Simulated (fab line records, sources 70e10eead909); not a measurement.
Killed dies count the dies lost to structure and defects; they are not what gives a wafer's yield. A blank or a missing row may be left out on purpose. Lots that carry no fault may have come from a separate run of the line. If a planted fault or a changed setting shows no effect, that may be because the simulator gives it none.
Chamber matching :: flow nandHarc :: 4 sister chambers for NHARC_A_ZERO_WELL_DESCUM_12 on rieDiel-06
The step chemistry O2, time 3 s. 4 wafers are shown with their chamber, then 8 later ones without.

EACH WAFER AND ITS CHAMBER
wafer: L581.3
chamber: 2
drypumpMotorCurrentA (A): 4.8

wafer: L582.4
chamber: 0
drypumpMotorCurrentA (A): 5.8

wafer: L582.5
chamber: 1
drypumpMotorCurrentA (A): 5.8

wafer: L583.2
chamber: 3
drypumpMotorCurrentA (A): 6.0

WAFERS WITH NO CHAMBER GIVEN
wafer: L583.3
drypumpMotorCurrentA (A): 4.8

wafer: L583.6
drypumpMotorCurrentA (A): 6.0

wafer: L585.3
drypumpMotorCurrentA (A): 5.7

wafer: L585.4
drypumpMotorCurrentA (A): 4.8

wafer: L585.5
drypumpMotorCurrentA (A): 6.0

wafer: L590.1
drypumpMotorCurrentA (A): 5.7

wafer: L590.3
drypumpMotorCurrentA (A): 6.0

wafer: L590.5
drypumpMotorCurrentA (A): 5.7

CHAMBER TAKEN BY EACH
wafer: L583.3
from the rows above: 2
in truth: 2

wafer: L583.6
from the rows above: 3
in truth: 3

wafer: L585.3
from the rows above: can't be placed: 0 or 1
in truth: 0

wafer: L585.4
from the rows above: 2
in truth: 2

wafer: L585.5
from the rows above: 3
in truth: 3

wafer: L590.1
from the rows above: can't be placed: 0 or 1
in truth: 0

wafer: L590.3
from the rows above: 3
in truth: 3

wafer: L590.5
from the rows above: can't be placed: 0 or 1
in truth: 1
Correct placement for 5 of the 8. Cannot be placed on the basis of these rows: 3; the candidates contain the true chamber in 3. 0 placed wrongly.
How it was worked out, from the rows above alone: a wafer's distance from a chamber is the root of the sum, over the readings, of the square of ((its reading less the chamber's mean) divided by the reading's scatter). The wafer belongs to the nearest chamber; if the next one is less than 2 further off, it can't be placed. A chamber's mean is the mean of its shown wafers. The scatter (one wafer shown for each chamber): square how far every hidden wafer sits from the nearest shown wafer, average those squares and take the square root.
